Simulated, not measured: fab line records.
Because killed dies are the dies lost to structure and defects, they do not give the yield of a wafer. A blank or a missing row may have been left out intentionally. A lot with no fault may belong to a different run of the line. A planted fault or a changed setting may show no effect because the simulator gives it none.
What tool caused it? -- flow n5 finfet -- Sampling: 24 lots, 72 wafers, 3 of 1938 route steps

## WHAT THE GAUGES READ, wafer by wafer
N5_BEOL_M3_OVL_MEAS_29.
lot,measured,on,V2_OVL (nm)
L074,day 7 01:13,overlay-01,1.1 1.0 0.3
L075,day 7 05:10,overlay-01,0.2 0.3 0.5
L076,day 7 16:10,overlay-01,-0.1 -1.3 -1.3
L078,day 7 22:04,overlay-01,-1.3 -0.5 -0.9
L077,day 7 22:58,overlay-02,-0.4 -0.2 -0.8
L079,day 8 04:15,overlay-01,-0.2 0.8 0.7
L080,day 8 06:41,overlay-01,0.1 0.5 0.0
L081,day 8 17:16,overlay-02,0.5 0.0 -1.6
L082,day 8 18:25,overlay-02,1.7 1.7 1.0
L083,day 8 22:50,overlay-02,0.5 0.9 -1.3
L084,day 9 06:33,overlay-01,1.2 1.0 1.3
L085,day 9 16:38,overlay-02,1.2 0.1 0.8
L086,day 10 00:22,overlay-02,0.0 0.1 0.6
L087,day 10 06:20,overlay-02,-0.9 -0.3 0.8
L088,day 10 09:49,overlay-02,0.8 0.1 1.3
L089,day 10 16:27,overlay-02,0.0 -0.1 -0.4
L090,day 10 22:50,overlay-02,-0.9 -0.5 -0.4
L091,day 11 08:49,overlay-02,0.3 -0.3 -0.1
L092,day 11 11:56,overlay-01,0.3 0.4 0.8
L093,day 11 15:28,overlay-02,-0.4 0.9 -0.1
L094,day 12 00:05,overlay-01,0.7 -1.7 -0.6
L095,day 12 01:28,overlay-02,0.2 0.3 -0.6
L096,day 12 08:44,overlay-01,0.5 0.2 0.8
L097,day 12 22:46,overlay-01,0.2 0.3 0.7

## EACH LOT AND THE TOOL THAT RAN IT (in order: tool; ch and the chambers of the sampled wafers; start)
lot,N5_BEOL_M2_SPUTTER_92,N5_BEOL_M2_ANNEAL_95
L074,"pvd sputter-03, day 6 20:58","pvd sputter-03, day 6 21:16"
L075,"pvd sputter-01, day 7 00:35","pvd sputter-01, day 7 00:55"
L076,"pvd sputter-02, day 7 12:15","pvd sputter-02, day 7 12:33"
L078,"pvd sputter-01, day 7 16:44","pvd sputter-01, day 7 17:02"
L077,"pvd sputter-01, day 7 19:45","pvd sputter-01, day 7 20:03"
L079,"pvd sputter-01, day 7 23:34","pvd sputter-01, day 7 23:52"
L080,"pvd sputter-02, day 8 02:01","pvd sputter-02, day 8 02:19"
L081,"pvd sputter-03, day 8 14:05","pvd sputter-03, day 8 14:23"
L082,"pvd sputter-02, day 8 14:38","pvd sputter-02, day 8 14:56"
L083,"pvd sputter-03, day 8 17:48","pvd sputter-03, day 8 18:06"
L084,"pvd sputter-01, day 9 03:24","pvd sputter-01, day 9 03:42"
L085,"pvd sputter-03, day 9 12:36","pvd sputter-03, day 9 12:54"
L086,"pvd sputter-01, day 9 21:14","pvd sputter-01, day 9 21:32"
L087,"pvd sputter-01, day 10 01:05","pvd sputter-01, day 10 01:23"
L088,"pvd sputter-01, day 10 06:07","pvd sputter-01, day 10 06:25"
L089,"pvd sputter-01, day 10 10:02","pvd sputter-01, day 10 10:20"
L090,"pvd sputter-01, day 10 18:48","pvd sputter-01, day 10 19:06"
L091,"pvd sputter-02, day 11 05:05","pvd sputter-02, day 11 05:23"
L092,"pvd sputter-02, day 11 07:52","pvd sputter-02, day 11 08:10"
L093,"pvd sputter-01, day 11 10:52","pvd sputter-01, day 11 11:10"
L094,"pvd sputter-03, day 11 19:02","pvd sputter-03, day 11 19:20"
L095,"pvd sputter-01, day 11 21:44","pvd sputter-01, day 11 22:02"
L096,"pvd sputter-02, day 12 04:22","pvd sputter-02, day 12 04:40"
L097,"pvd sputter-01, day 12 17:28","pvd sputter-01, day 12 17:46"
- N5_BEOL_M2_SPUTTER_92: material Cu, target thk 4.5 nm, time 8.29 s.
- N5_BEOL_M2_ANNEAL_95: time 240 s.

## AS READ BY THE TOOLS THEMSELVES (means over the sampled wafers that have a number; for cases with no such wafer, the mark the record gives instead)
N5_BEOL_M2_SPUTTER_92.
lot,tool,chamber pressure pa (Pa),throttle valve pct (%)
L074,pvd sputter-03,0.06998,29.8
L075,pvd sputter-01,0.06997,30.0
L076,pvd sputter-02,0.07006,29.8
L078,pvd sputter-01,0.06989,29.9
L077,pvd sputter-01,0.07002,29.9
L079,pvd sputter-01,0.07002,30.5
L080,pvd sputter-02,0.06989,30.4
L081,pvd sputter-03,0.07003,29.6
L082,pvd sputter-02,0.07006,29.4
L083,pvd sputter-03,0.07001,29.8
L084,pvd sputter-01,0.06997,29.1
L085,pvd sputter-03,0.07001,30.3
L086,pvd sputter-01,0.07015,31.1
L087,pvd sputter-01,0.06995,30.2
L088,pvd sputter-01,0.06999,29.2
L089,pvd sputter-01,0.06989,29.9
L090,pvd sputter-01,0.07014,29.0
L091,pvd sputter-02,0.07013,29.5
L092,pvd sputter-02,0.06990,30.2
L093,pvd sputter-01,0.07006,29.2
L094,pvd sputter-03,0.07009,29.3
L095,pvd sputter-01,0.06994,28.9
L096,pvd sputter-02,0.07013,29.6
L097,pvd sputter-01,0.06999,30.3

N5_BEOL_M2_ANNEAL_95.
lot,tool,heater power w (W)
L074,pvd sputter-03,909
L075,pvd sputter-01,891
L076,pvd sputter-02,785
L078,pvd sputter-01,911
L077,pvd sputter-01,823
L079,pvd sputter-01,940
L080,pvd sputter-02,755
L081,pvd sputter-03,898
L082,pvd sputter-02,797
L083,pvd sputter-03,919
L084,pvd sputter-01,885
L085,pvd sputter-03,934
L086,pvd sputter-01,781
L087,pvd sputter-01,838
L088,pvd sputter-01,960
L089,pvd sputter-01,817
L090,pvd sputter-01,883
L091,pvd sputter-02,760
L092,pvd sputter-02,789
L093,pvd sputter-01,888
L094,pvd sputter-03,885
L095,pvd sputter-01,925
L096,pvd sputter-02,810
L097,pvd sputter-01,848

## THE ANSWER, worked out from the rows above alone
Rule: the usual values come from the lots themselves. Put in order of their means at a reading, lots are off if they are a third of the lots or fewer, leave a main group of 4 or more, and stand apart from it by a gap of 3 or more times the standard deviation of the main group's means; of several such gaps the widest counts. A main group whose means are all the same, to the digits that the tables above print for the reading, isn't used. A lot without any number at a reading at which 4 lots or more have one is off too. Any other lot the step has rows for is counted as sound. Order of review: gauges by route order, followed by the tools' own readings, for which a lot's mean as printed above is used. The first step at which some lot is off is used, and at that step the reading that is off furthest; a lot without a number counts as furthest.
No lot is off at any reading shown: from this, nothing can be told.

## WHAT THE SIMULATOR HAD INSERTED
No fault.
